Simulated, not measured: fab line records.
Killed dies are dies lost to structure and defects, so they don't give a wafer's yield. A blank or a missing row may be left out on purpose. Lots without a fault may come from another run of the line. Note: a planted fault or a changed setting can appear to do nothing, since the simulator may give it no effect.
Split-lot experiment || flow n5Finfet || route with 1938 steps; 7 lots, 21 wafers read

## THE SPLIT
At N5_FIN_SAQP_ETCH_52 (etches SOC in N2/H2, target depth 100 nm, overetch 20 nm, time 150 s), the setting sourceW was moved away from the recipe's 840 W on 10 of the 21 wafers read, by -15.7% to +17.3%. The other wafers ran this setting at the recipe's value.

The reading is taken at the split's own step.

## THE READING
rfVppV, in V, at N5_FIN_SAQP_ETCH_52 (etches SOC in N2/H2, target depth 100 nm, overetch 20 nm, time 150 s). Typical for fault-free wafers on this fab line: 523.3 V, with standard deviation 2.5 V.

{"wafer": "L079.1", "tool, chamber at the split": "rieDiel-03, 0", "sourceW as run, W": 708, "against the recipe": "-15.7%", "rfVppV, V": 550.7, "against lot-mates on the recipe": "+23.4"}
{"wafer": "L079.5", "tool, chamber at the split": "rieDiel-03, 1", "sourceW as run, W": 840, "against the recipe": "recipe", "rfVppV, V": 527.3, "against lot-mates on the recipe": "-"}
{"wafer": "L079.6", "tool, chamber at the split": "rieDiel-03, 2", "sourceW as run, W": 708, "against the recipe": "-15.7%", "rfVppV, V": 551.3, "against lot-mates on the recipe": "+24.0"}
{"wafer": "L081.1", "tool, chamber at the split": "rieDiel-04, 0", "sourceW as run, W": 778.7, "against the recipe": "-7.3%", "rfVppV, V": 537.6, "against lot-mates on the recipe": "+18.6"}
{"wafer": "L081.2", "tool, chamber at the split": "rieDiel-04, 3", "sourceW as run, W": 840, "against the recipe": "recipe", "rfVppV, V": 519.0, "against lot-mates on the recipe": "-"}
{"wafer": "L081.5", "tool, chamber at the split": "rieDiel-04, 3", "sourceW as run, W": 778.7, "against the recipe": "-7.3%", "rfVppV, V": 533.6, "against lot-mates on the recipe": "+14.6"}
{"wafer": "L084.1", "tool, chamber at the split": "rieDiel-01, 2", "sourceW as run, W": 840, "against the recipe": "recipe", "rfVppV, V": 522.2, "against lot-mates on the recipe": "-"}
{"wafer": "L084.2", "tool, chamber at the split": "rieDiel-01, 0", "sourceW as run, W": 840, "against the recipe": "recipe", "rfVppV, V": 526.9, "against lot-mates on the recipe": "-"}
{"wafer": "L084.4", "tool, chamber at the split": "rieDiel-01, 1", "sourceW as run, W": 840, "against the recipe": "recipe", "rfVppV, V": 523.2, "against lot-mates on the recipe": "-"}
{"wafer": "L087.2", "tool, chamber at the split": "rieDiel-01, 2", "sourceW as run, W": 840, "against the recipe": "recipe", "rfVppV, V": 521.9, "against lot-mates on the recipe": "-"}
{"wafer": "L087.3", "tool, chamber at the split": "rieDiel-01, 3", "sourceW as run, W": 962.6, "against the recipe": "+14.6%", "rfVppV, V": 499.3, "against lot-mates on the recipe": -22.6}
{"wafer": "L087.4", "tool, chamber at the split": "rieDiel-01, 2", "sourceW as run, W": 840, "against the recipe": "recipe", "rfVppV, V": 521.9, "against lot-mates on the recipe": "-"}
{"wafer": "L091.2", "tool, chamber at the split": "rieDiel-01, 1", "sourceW as run, W": 985.7, "against the recipe": "+17.3%", "rfVppV, V": 496.6, "against lot-mates on the recipe": -23.7}
{"wafer": "L091.3", "tool, chamber at the split": "rieDiel-01, 0", "sourceW as run, W": 985.7, "against the recipe": "+17.3%", "rfVppV, V": 498.9, "against lot-mates on the recipe": -21.4}
{"wafer": "L091.5", "tool, chamber at the split": "rieDiel-01, 2", "sourceW as run, W": 840, "against the recipe": "recipe", "rfVppV, V": 520.3, "against lot-mates on the recipe": "-"}
{"wafer": "L093.2", "tool, chamber at the split": "rieDiel-04, 3", "sourceW as run, W": 840, "against the recipe": "recipe", "rfVppV, V": 518.7, "against lot-mates on the recipe": "-"}
{"wafer": "L093.4", "tool, chamber at the split": "rieDiel-04, 3", "sourceW as run, W": 840, "against the recipe": "recipe", "rfVppV, V": 521.5, "against lot-mates on the recipe": "-"}
{"wafer": "L093.6", "tool, chamber at the split": "rieDiel-04, 0", "sourceW as run, W": 840, "against the recipe": "recipe", "rfVppV, V": 523.8, "against lot-mates on the recipe": "-"}
{"wafer": "L096.1", "tool, chamber at the split": "rieDiel-04, 3", "sourceW as run, W": 746, "against the recipe": "-11.2%", "rfVppV, V": 542.5, "against lot-mates on the recipe": "no lot-mate on the recipe"}
{"wafer": "L096.2", "tool, chamber at the split": "rieDiel-04, 2", "sourceW as run, W": 746, "against the recipe": "-11.2%", "rfVppV, V": 540.3, "against lot-mates on the recipe": "no lot-mate on the recipe"}
{"wafer": "L096.5", "tool, chamber at the split": "rieDiel-04, 2", "sourceW as run, W": 746, "against the recipe": "-11.2%", "rfVppV, V": 542.6, "against lot-mates on the recipe": "no lot-mate on the recipe"}

FIT RESULTS
A straight line over all 21 wafers: rfVppV changes by -1.62 V for each +1% of sourceW; r = -0.99; the points scatter about the line by 2.6 V.
The same after taking each lot's own level away (the mean of its wafers on the recipe; 18 wafers): -1.49 V for each +1%; r = -0.98; scatter 2.6 V.
That fit puts the effect of the largest move of sourceW on the reading at 26 V.
From 519.00 to 527.30 V: that is the span of the lots' own levels, equal to 3.3 times the standard deviation above.
The two slopes are in agreement: the lot-to-lot level therefore moves the slope only a little.
Check: for one of the wafers moved furthest among these (+17.3%), held out of the fit, the line's prediction against its lot-mates is -25.2 V. Against them it came out at -23.7 V.
Tool readings at the split's step, against how far the setting was moved: rfVppV r = -0.99.

## THESE WAFERS: OTHER SPLITS
Other splits were also applied to these wafers ahead of the reading. Each is held against what the fit with the lots' levels taken away leaves over:
{"other split on the same wafers": "N5_ZERO_LAYER_EXPOSE_08 doseMj", "wafers away from the commonest value": 6, "r with rfVppV (lot level and that fit taken away)": "+0.22"}
{"other split on the same wafers": "N5_WELL_APT_EXPOSE_22 doseMj", "wafers away from the commonest value": 8, "r with rfVppV (lot level and that fit taken away)": "+0.11"}

## THE FILE'S OWN FIT
rfVppV changes by -1.49 V for each +1% of sourceW, r = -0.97.
